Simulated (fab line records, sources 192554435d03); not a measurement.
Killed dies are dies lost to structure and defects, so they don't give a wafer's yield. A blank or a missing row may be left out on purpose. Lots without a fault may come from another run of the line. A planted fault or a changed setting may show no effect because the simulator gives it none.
Chamber matching | flow n5_finfet | N5_BEOL_M7_VIA_ETCH_34 on rie_diel-06: 4 sister chambers
The step etches SiCOH lowk in C4F6/O2, target depth 125.5 nm, time 50.5 s. 8 wafers are shown with their chamber, then 11 later ones without.

WAFERS WITH THEIR CHAMBER
wafer  | chamber | rf_vpp_V (V) | showerhead_plenum_p_Torr (Torr)
L077.5 | 1       | 677          | 2.81
L087.6 | 1       | 678          | 2.81
L088.4 | 3       | 656          | 2.88
L088.6 | 0       | 673          | 2.91
L089.2 | 3       | 654          | 2.88
L089.3 | 2       | 674          | 2.85
L089.6 | 2       | 675          | 2.85
L092.3 | 0       | 672          | 2.90

WAFERS WITHOUT THEIR CHAMBER
wafer  | rf_vpp_V (V) | showerhead_plenum_p_Torr (Torr)
L092.4 | 673          | 2.85
L092.6 | 656          | 2.88
L093.1 | 672          | 2.90
L093.3 | 657          | 2.88
L093.4 | 674          | 2.84
L095.2 | 657          | 2.88
L095.5 | 672          | 2.90
L095.6 | 656          | 2.88
L097.1 | 677          | 2.80
L097.2 | 672          | 2.90
L097.4 | 655          | 2.88

WHICH CHAMBER EACH WENT THROUGH
wafer  | from the rows above | in truth
L092.4 | 2                   | 2
L092.6 | 3                   | 3
L093.1 | 0                   | 0
L093.3 | 3                   | 3
L093.4 | 2                   | 2
L095.2 | 3                   | 3
L095.5 | 0                   | 0
L095.6 | 3                   | 3
L097.1 | 1                   | 1
L097.2 | 0                   | 0
L097.4 | 3                   | 3
Placed correctly: 11 of 11. Can't be placed from these rows: 0. Placed wrongly: 0.
How it was worked out, from the rows above alone: a wafer's distance from a chamber is the root of the sum, over the readings, of the square of ((its reading less the chamber's mean) divided by the reading's scatter). The wafer belongs to the nearest chamber; if the next one is less than 2 further off, it can't be placed. A chamber's mean is the mean of its shown wafers. The scatter: the root of (the sum of the squares of (reading less its chamber's mean) over the shown wafers, divided by (wafers less chambers)).
